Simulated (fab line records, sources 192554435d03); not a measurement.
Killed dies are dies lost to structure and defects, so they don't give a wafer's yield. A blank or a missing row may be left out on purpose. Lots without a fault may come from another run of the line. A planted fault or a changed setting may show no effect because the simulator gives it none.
Chamber matching | flow n5_finfet | N5_BEOL_M1_STRIP_36 on rie_diel-01: 4 sister chambers
The step strips in N2/H2. 4 wafers are shown with their chamber, then 10 later ones without.

WAFERS WITH THEIR CHAMBER
wafer  | chamber | showerhead_plenum_p_Torr (Torr)
L084.2 | 0       | 2.55
L087.2 | 1       | 2.57
L088.1 | 2       | 2.46
L088.3 | 3       | 2.60

WAFERS WITHOUT THEIR CHAMBER
wafer  | showerhead_plenum_p_Torr (Torr)
L088.4 | 2.57
L090.2 | 2.54
L090.5 | 2.55
L090.6 | 2.60
L095.1 | 2.46
L095.2 | 2.60
L095.4 | 2.56
L094.1 | 2.56
L094.2 | 2.54
L094.6 | 2.60

WHICH CHAMBER EACH WENT THROUGH
wafer  | from the rows above     | in truth
L088.4 | 1                       | 1
L090.2 | 0                       | 0
L090.5 | 0                       | 0
L090.6 | 3                       | 3
L095.1 | 2                       | 2
L095.2 | 3                       | 3
L095.4 | can't be placed: 1 or 0 | 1
L094.1 | can't be placed: 1 or 0 | 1
L094.2 | 0                       | 0
L094.6 | 3                       | 3
Placed correctly: 8 of 10. Can't be placed from these rows: 2 (the true chamber is among the candidates in 2). Placed wrongly: 0.
How it was worked out, from the rows above alone: a wafer's distance from a chamber is the root of the sum, over the readings, of the square of ((its reading less the chamber's mean) divided by the reading's scatter). The wafer belongs to the nearest chamber; if the next one is less than 2 further off, it can't be placed. A chamber's mean is the mean of its shown wafers. The scatter: with one shown wafer a chamber, the root of the mean of the squares of how far each hidden wafer lies from its nearest shown one.
